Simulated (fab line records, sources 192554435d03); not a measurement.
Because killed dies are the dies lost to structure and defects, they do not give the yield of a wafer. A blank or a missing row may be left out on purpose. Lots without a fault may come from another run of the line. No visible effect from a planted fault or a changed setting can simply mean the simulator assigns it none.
Matching of chambers | flow n5_finfet | rie_diel-05 running N5_BEOL_M10_ETCH_62: 4 sister chambers
The step etches SOC in N2/H2, target depth 110 nm, overetch 22 nm, time 165 s. 4 wafers are shown with their chamber, then 7 later ones without.

## EACH WAFER AND ITS CHAMBER
wafer  | chamber | drypump_motor_current_A (A)
L079.2 | 2       | 5.1
L087.1 | 1       | 6.1
L091.1 | 0       | 5.7
L091.5 | 3       | 5.7

## WAFERS WHOSE CHAMBER IS MISSING
wafer  | drypump_motor_current_A (A)
L091.6 | 5.1
L096.1 | 5.6
L096.4 | 5.1
L096.5 | 5.1
L097.1 | 6.1
L097.5 | 6.1
L097.6 | 5.7

## WHICH CHAMBER EACH ONE RAN IN
wafer  | from the rows above     | in truth
L091.6 | 2                       | 2
L096.1 | can't be placed: 0 or 3 | 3
L096.4 | 2                       | 2
L096.5 | 2                       | 2
L097.1 | 1                       | 1
L097.5 | 1                       | 1
L097.6 | can't be placed: 0 or 3 | 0
Correctly placed: 5 of 7. Can't be placed from these rows: 2 (the true chamber is among the candidates in 2). Placed wrongly: 0.
How it was worked out, from the rows above alone: a wafer's distance from a chamber is the root of the sum, over the readings, of the square of ((its reading less the chamber's mean) divided by the reading's scatter). The wafer belongs to the nearest chamber; if the next one is less than 2 further off, it can't be placed. The mean given for a chamber averages the wafers shown for that chamber. The scatter: with one shown wafer a chamber, the root of the mean of the squares of how far each hidden wafer lies from its nearest shown one.
